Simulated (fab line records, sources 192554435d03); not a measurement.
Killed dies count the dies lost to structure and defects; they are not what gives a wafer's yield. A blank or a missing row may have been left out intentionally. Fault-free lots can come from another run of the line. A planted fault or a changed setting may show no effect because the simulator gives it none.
Which tool was responsible?	flow n5_finfet	Sampling: 24 lots, 72 wafers, 6 of 1938 route steps

## WHAT THE GAUGES SHOWED, per wafer
No reading from a measuring or inspecting step in the record can be judged against a usual standard deviation.

## TOOL THAT RAN EACH LOT (tool first, then ch and the chambers of the sampled wafers, then the start)
lot	N5_BEOL_M0_SPUTTER_132	N5_BEOL_M0_ANNEAL_135	N5_BEOL_M1_HM_DEP_02	N5_BEOL_M1_HM_OPEN_17	N5_BEOL_M1_ETCH_69	N5_BEOL_M1_ALD_98
L074	pvd_sputter-02, day 6 00:58	pvd_sputter-02, day 6 01:10	pvd_sputter-02, day 6 03:20	rie_metal-02 ch 0,1, day 6 04:10	rie_diel-06 ch 1,3, day 6 05:05	ald_sin-02 ch 2,3, day 6 05:11
L075	pvd_sputter-01, day 6 06:19	pvd_sputter-01, day 6 06:31	pvd_sputter-03, day 6 07:53	rie_metal-01 ch 0, day 6 08:41	rie_diel-03 ch 0,2,3, day 6 09:35	ald_sin-03 ch 0,1,2, day 6 09:40
L076	pvd_sputter-02, day 6 08:08	pvd_sputter-02, day 6 08:20	pvd_sputter-03, day 6 10:39	rie_metal-02 ch 0,1, day 6 11:27	rie_diel-04 ch 0,1, day 6 12:10	ald_sin-03 ch 0,1,2, day 6 12:40
L077	pvd_sputter-01, day 6 13:37	pvd_sputter-01, day 6 13:49	pvd_sputter-01, day 6 17:03	rie_metal-02 ch 0, day 6 17:49	rie_diel-06 ch 0,2,3, day 6 18:29	ald_sin-03 ch 1,2,3, day 6 18:34
L078	pvd_sputter-02, day 6 20:35	pvd_sputter-02, day 6 20:48	pvd_sputter-01, day 7 01:37	rie_metal-03 ch 0,1, day 7 02:32	rie_diel-06 ch 0,3, day 7 03:21	ald_sin-01 ch 1,2,3, day 7 03:50
L079	pvd_sputter-01, day 7 07:16	pvd_sputter-01, day 7 07:28	pvd_sputter-02, day 7 09:45	rie_metal-01 ch 0,1, day 7 10:38	rie_diel-03 ch 0,2,3, day 7 11:18	ald_sin-02 ch 0,1,3, day 7 11:23
L080	pvd_sputter-03, day 7 09:15	pvd_sputter-03, day 7 09:27	pvd_sputter-02, day 7 13:15	rie_metal-01 ch 0,1, day 7 14:08	rie_diel-06 ch 0,2, day 7 14:48	ald_sin-02 ch 0,3, day 7 15:06
L081	pvd_sputter-03, day 7 10:40	pvd_sputter-03, day 7 10:52	pvd_sputter-03, day 7 15:51	rie_metal-02 ch 0, day 7 16:46	rie_diel-06 ch 0,2, day 7 17:38	ald_sin-01 ch 0,1,3, day 7 17:43
L082	pvd_sputter-01, day 8 00:58	pvd_sputter-01, day 8 01:10	pvd_sputter-01, day 8 04:50	rie_metal-01 ch 0,1, day 8 06:44	rie_diel-03 ch 2,3, day 8 07:31	ald_sin-01 ch 0,2, day 8 07:35
L083	pvd_sputter-01, day 8 04:19	pvd_sputter-01, day 8 04:31	pvd_sputter-01, day 8 06:21	rie_metal-01 ch 0,1, day 8 07:30	rie_diel-04 ch 0,1,3, day 8 08:18	ald_sin-03 ch 1,2, day 8 08:23
L084	pvd_sputter-02, day 8 11:14	pvd_sputter-02, day 8 11:26	pvd_sputter-01, day 8 15:24	rie_metal-01 ch 0,1, day 8 16:44	rie_diel-03 ch 1,2,3, day 8 17:40	ald_sin-01 ch 0,1,2, day 8 18:27
L085	pvd_sputter-03, day 8 20:04	pvd_sputter-03, day 8 20:16	pvd_sputter-03, day 8 23:01	rie_metal-02 ch 0,1, day 8 23:50	rie_diel-03 ch 0,1,3, day 9 00:39	ald_sin-01 ch 0,1,3, day 9 00:44
L086	pvd_sputter-02, day 9 07:22	pvd_sputter-02, day 9 07:34	pvd_sputter-01, day 9 10:33	rie_metal-02 ch 0,1, day 9 11:20	rie_diel-03 ch 0,1,3, day 9 12:13	ald_sin-02 ch 0,1,2, day 9 12:19
L087	pvd_sputter-02, day 9 08:41	pvd_sputter-02, day 9 08:53	pvd_sputter-01, day 9 10:50	rie_metal-01 ch 0,1, day 9 11:46	rie_diel-06 ch 0,2,3, day 9 12:47	ald_sin-02 ch 0,2, day 9 12:53
L088	pvd_sputter-01, day 9 12:57	pvd_sputter-01, day 9 13:09	pvd_sputter-03, day 9 16:38	rie_metal-03 ch 0,1, day 9 17:24	rie_diel-04 ch 0,2,3, day 9 18:12	ald_sin-02 ch 0,2, day 9 18:17
L089	pvd_sputter-02, day 9 14:16	pvd_sputter-02, day 9 14:28	pvd_sputter-02, day 9 16:55	rie_metal-03 ch 0,1, day 9 17:43	rie_diel-06 ch 0,2,3, day 9 18:32	ald_sin-02 ch 0,1,3, day 9 18:43
L090	pvd_sputter-02, day 9 20:41	pvd_sputter-02, day 9 20:53	pvd_sputter-01, day 9 22:23	rie_metal-02 ch 0,1, day 9 23:08	rie_diel-06 ch 0,1,3, day 9 23:49	ald_sin-02 ch 1,2,3, day 9 23:53
L091	pvd_sputter-03, day 10 04:26	pvd_sputter-03, day 10 04:38	pvd_sputter-02, day 10 06:28	rie_metal-01 ch 0,1, day 10 07:32	rie_diel-03 ch 0,1,2, day 10 08:23	ald_sin-02 ch 0,1,3, day 10 08:31
L092	pvd_sputter-02, day 10 13:27	pvd_sputter-02, day 10 13:39	pvd_sputter-01, day 10 17:02	rie_metal-03 ch 0,1, day 10 17:56	rie_diel-06 ch 0,1,2, day 10 18:38	ald_sin-01 ch 0,1,2, day 10 18:43
L094	pvd_sputter-03, day 10 21:46	pvd_sputter-03, day 10 21:59	pvd_sputter-01, day 11 02:54	rie_metal-01 ch 0,1, day 11 03:50	rie_diel-03 ch 0,2, day 11 04:41	ald_sin-02 ch 0,1,3, day 11 04:46
L093	pvd_sputter-02, day 10 22:19	pvd_sputter-02, day 10 22:31	pvd_sputter-01, day 11 03:08	rie_metal-03 ch 0,1, day 11 04:01	rie_diel-06 ch 0,1,2, day 11 04:52	ald_sin-03 ch 1,2, day 11 04:57
L095	pvd_sputter-03, day 11 06:01	pvd_sputter-03, day 11 06:14	pvd_sputter-02, day 11 08:50	rie_metal-02 ch 0,1, day 11 09:43	rie_diel-04 ch 0,1,2, day 11 10:25	ald_sin-03 ch 0,2,3, day 11 10:30
L096	pvd_sputter-03, day 11 19:58	pvd_sputter-03, day 11 20:10	pvd_sputter-03, day 11 22:14	rie_metal-01 ch 0,1, day 11 23:00	rie_diel-03 ch 0,1,3, day 11 23:53	ald_sin-03 ch 0,2, day 11 23:58
L097	pvd_sputter-01, day 11 22:08	pvd_sputter-01, day 11 22:20	pvd_sputter-02, day 12 00:50	rie_metal-02 ch 0,1, day 12 01:45	rie_diel-04 ch 0,1,2, day 12 02:23	ald_sin-03 ch 0,1,3, day 12 02:29
- N5_BEOL_M0_SPUTTER_132: material Cu, target thk 4 nm, time 7.37 s.
- N5_BEOL_M0_ANNEAL_135: time 60 s.
- N5_BEOL_M1_HM_DEP_02: deposits TiN, target thk 20 nm.
- N5_BEOL_M1_HM_OPEN_17: chemistry Cl2/BCl3, target TiN, target depth 20 nm, overetch 6 nm.
- N5_BEOL_M1_ETCH_69: etches SiARC in CF4, target depth 15.6 nm, time 26 s.
- N5_BEOL_M1_ALD_98: deposits SiO2, target thk 2.5 nm, pulse time 1 s, co reactant pulse time 1 s.

## AS READ BY THE TOOLS THEMSELVES (means over the sampled wafers that have a number; for cases with no such wafer, the mark the record gives instead)
N5_BEOL_M0_SPUTTER_132. Usual: 30.1 % for throttle_valve_pct, sd 1.5.
lot	tool	throttle_valve_pct (%)	flag
L074	pvd_sputter-02	30.9	
L075	pvd_sputter-01	28.9	
L076	pvd_sputter-02	30.7	
L077	pvd_sputter-01	29.6	
L078	pvd_sputter-02	31.0	
L079	pvd_sputter-01	29.6	
L080	pvd_sputter-03	30.4	
L081	pvd_sputter-03	29.1	
L082	pvd_sputter-01	27.9	
L083	pvd_sputter-01	28.9	
L084	pvd_sputter-02	30.4	
L085	pvd_sputter-03	29.8	
L086	pvd_sputter-02	31.2	
L087	pvd_sputter-02	30.9	
L088	pvd_sputter-01	30.6	
L089	pvd_sputter-02	30.3	
L090	pvd_sputter-02	30.3	
L091	pvd_sputter-03	30.3	
L092	pvd_sputter-02	30.9	
L094	pvd_sputter-03	30.1	
L093	pvd_sputter-02	29.7	
L095	pvd_sputter-03	30.3	
L096	pvd_sputter-03	30.1	
L097	pvd_sputter-01	28.5	

N5_BEOL_M0_ANNEAL_135. Usual: heater_power_w 825 W, standard deviation 92; susceptor_temp_C_max 400.9, standard deviation 0.38.
lot	tool	heater_power_w (W)	susceptor_temp_C_max	flag
L074	pvd_sputter-02	926	400.9	
L075	pvd_sputter-01	750	401.1	
L076	pvd_sputter-02	811	400.5	
L077	pvd_sputter-01	803	400.7	
L078	pvd_sputter-02	858	400.6	
L079	pvd_sputter-01	827	400.7	
L080	pvd_sputter-03	769	401.1	
L081	pvd_sputter-03	790	401.1	
L082	pvd_sputter-01	730	400.8	
L083	pvd_sputter-01	744	401.2	
L084	pvd_sputter-02	888	400.8	
L085	pvd_sputter-03	756	400.8	
L086	pvd_sputter-02	849	400.8	
L087	pvd_sputter-02	912	400.9	
L088	pvd_sputter-01	876	400.9	
L089	pvd_sputter-02	867	400.8	
L090	pvd_sputter-02	895	400.6	
L091	pvd_sputter-03	769	400.8	
L092	pvd_sputter-02	911	400.6	
L094	pvd_sputter-03	761	401.1	
L093	pvd_sputter-02	935	400.7	
L095	pvd_sputter-03	758	401.0	
L096	pvd_sputter-03	753	401.3	
L097	pvd_sputter-01	805	401.0	

N5_BEOL_M1_HM_DEP_02. Usual: 29.9 % for throttle_valve_pct, sd 1.5.
lot	tool	throttle_valve_pct (%)	flag
L074	pvd_sputter-02	30.5	
L075	pvd_sputter-03	30.1	
L076	pvd_sputter-03	28.8	
L077	pvd_sputter-01	28.9	
L078	pvd_sputter-01	30.1	
L079	pvd_sputter-02	30.8	
L080	pvd_sputter-02	30.0	
L081	pvd_sputter-03	29.3	
L082	pvd_sputter-01	30.1	
L083	pvd_sputter-01	29.1	
L084	pvd_sputter-01	28.9	
L085	pvd_sputter-03	28.7	
L086	pvd_sputter-01	29.5	
L087	pvd_sputter-01	30.8	
L088	pvd_sputter-03	29.0	
L089	pvd_sputter-02	30.8	
L090	pvd_sputter-01	28.9	
L091	pvd_sputter-02	31.3	
L092	pvd_sputter-01	29.0	
L094	pvd_sputter-01	30.2	
L093	pvd_sputter-01	28.5	
L095	pvd_sputter-02	30.4	
L096	pvd_sputter-03	31.7	
L097	pvd_sputter-02	31.0	

N5_BEOL_M1_HM_OPEN_17. Usual: bcl3_flow_sccm 21.76 sccm, standard deviation 0.065; drypump_motor_current_A 5.8 A, standard deviation 0.34; oes_ar_750_au 0.74 a.u., standard deviation 0.11; oes_product_au 0.64 a.u., standard deviation 0.11; throttle_valve_pct 22.2 %, standard deviation 0.33.
lot	tool	bcl3_flow_sccm (sccm)	drypump_motor_current_A (A)	oes_ar_750_au (a.u.)	oes_product_au (a.u.)	throttle_valve_pct (%)	flag
L074	rie_metal-02	21.82	5.7	0.64	0.54	21.8	
L075	rie_metal-01	21.80	6.0	0.64	0.54	22.6	
L076	rie_metal-02	21.77	5.7	0.63	0.54	21.8	
L077	rie_metal-02	21.77	5.7	0.74	0.61	22.4	
L078	rie_metal-03	21.75	6.1	0.69	0.59	22.2	
L079	rie_metal-01	21.79	5.9	0.73	0.64	22.4	
L080	rie_metal-01	21.83	5.8	0.82	0.72	22.3	
L081	rie_metal-02	21.84	5.7	0.73	0.61	22.3	
L082	rie_metal-01	21.66	5.8	0.80	0.71	22.3	
L083	rie_metal-01	21.72	5.9	0.72	0.63	22.4	
L084	rie_metal-01	21.77	5.8	0.81	0.71	22.3	
L085	rie_metal-02	21.74	5.6	0.80	0.68	22.1	
L086	rie_metal-02	21.75	5.7	0.87	0.75	21.8	
L087	rie_metal-01	21.68	5.8	0.79	0.70	22.3	
L088	rie_metal-03	21.67	5.7	0.70	0.62	22.3	
L089	rie_metal-03	21.74	5.6	0.70	0.62	22.3	
L090	rie_metal-02	21.80	5.7	0.79	0.66	22.1	
L091	rie_metal-01	21.76	5.9	0.70	0.61	22.4	
L092	rie_metal-03	21.80	6.1	0.68	0.58	22.2	
L094	rie_metal-01	21.77	5.8	0.77	0.68	22.3	
L093	rie_metal-03	21.75	5.6	0.69	0.61	22.3	
L095	rie_metal-02	21.71	5.7	0.78	0.66	22.1	
L096	rie_metal-01	21.78	5.8	0.77	0.67	22.3	
L097	rie_metal-02	21.81	5.7	0.84	0.71	21.9	

N5_BEOL_M1_ETCH_69. Usual: drypump_motor_current_A 6.0 A, standard deviation 0.57; etch_rf_on_time_s 25.7 s, standard deviation 0.82; oes_product_au 0.65 a.u., standard deviation 0.07; rf_vpp_V 183.8 V, standard deviation 1.1; showerhead_plenum_p_Torr 2.12 Torr, standard deviation 0.057; throttle_valve_pct 15.70 %, standard deviation 0.2.
lot	tool	drypump_motor_current_A (A)	etch_rf_on_time_s (s)	oes_product_au (a.u.)	rf_vpp_V (V)	showerhead_plenum_p_Torr (Torr)	throttle_valve_pct (%)	flag
L074	rie_diel-06	6.2	26.1	0.60	183.5	2.08	15.89	
L075	rie_diel-03	6.3	25.3	0.63	183.7	2.11	15.59	
L076	rie_diel-04	6.4	26.6	0.71	184.3	2.10	15.61	
L077	rie_diel-06	5.9	25.9	0.63	182.7	2.10	15.75	
L078	rie_diel-06	6.3	25.5	0.66	183.0	2.11	15.70	
L079	rie_diel-03	6.3	25.2	0.62	183.9	2.11	15.61	
L080	rie_diel-06	5.3	25.5	0.64	183.2	2.14	15.81	
L081	rie_diel-06	5.3	25.4	0.64	183.1	2.14	15.81	
L082	rie_diel-03	6.4	25.5	0.60	184.2	2.12	15.67	
L083	rie_diel-04	6.1	26.5	0.66	183.6	2.15	15.72	
L084	rie_diel-03	6.2	25.6	0.61	184.4	2.15	15.68	
L085	rie_diel-03	6.2	25.1	0.63	184.4	2.12	15.72	
L086	rie_diel-03	6.2	25.2	0.64	183.6	2.12	15.73	
L087	rie_diel-06	5.9	25.6	0.62	183.3	2.09	15.81	
L088	rie_diel-04	5.7	26.9	0.64	183.7	2.15	15.70	
L089	rie_diel-06	5.9	25.7	0.62	183.7	2.09	15.81	
L090	rie_diel-06	6.3	26.0	0.70	183.6	2.09	15.67	
L091	rie_diel-03	6.1	24.9	0.72	183.5	2.14	15.47	
L092	rie_diel-06	5.6	25.4	0.70	183.4	2.12	15.72	
L094	rie_diel-03	6.3	24.4	0.78	183.3	2.12	15.22	
L093	rie_diel-06	5.6	25.6	0.70	184.7	2.12	15.72	
L095	rie_diel-04	6.0	26.4	0.66	183.9	2.10	15.64	
L096	rie_diel-03	6.2	25.0	0.71	184.0	2.11	15.59	
L097	rie_diel-04	5.9	26.6	0.66	183.5	2.10	15.64	

N5_BEOL_M1_ALD_98. Usual: heater_power_w 73 W, standard deviation 4.4; precursor_pulse_height_rel 0.997, standard deviation 0.021.
lot	tool	heater_power_w (W)	precursor_pulse_height_rel	flag
L074	ald_sin-02	71	0.993	
L075	ald_sin-03	74	0.989	
L076	ald_sin-03	75	0.993	
L077	ald_sin-03	76	1.004	
L078	ald_sin-01	72	0.999	
L079	ald_sin-02	72	0.998	
L080	ald_sin-02	73	0.972	
L081	ald_sin-01	74	1.007	
L082	ald_sin-01	68	1.015	
L083	ald_sin-03	74	0.997	
L084	ald_sin-01	72	0.985	
L085	ald_sin-01	74	0.994	
L086	ald_sin-02	71	0.975	
L087	ald_sin-02	72	1.006	
L088	ald_sin-02	71	0.995	
L089	ald_sin-02	71	0.990	
L090	ald_sin-02	70	1.006	
L091	ald_sin-02	72	0.992	
L092	ald_sin-01	72	0.974	
L094	ald_sin-02	73	1.015	
L093	ald_sin-03	74	1.005	
L095	ald_sin-03	77	0.998	
L096	ald_sin-03	75	0.977	
L097	ald_sin-03	78	0.990	

## THE ANSWER, worked out from the rows above alone
Rule: take the mean of a lot's wafers that have a number; if it is more than 3 standard deviations from the usual mean, the lot is off. Also off: a lot with no number at a reading for which 4 or more lots have one. The other lots that the step has rows for count as sound. First the gauges in route order, then the tools' own readings, where a lot's mean is used as printed above. At the first step where some lot is off, the reading lying furthest off is the one used; lots without a number count as furthest.
None of the lots is off at any reading shown; this tells nothing.

## WHAT HAD BEEN PUT IN BY THE SIMULATOR
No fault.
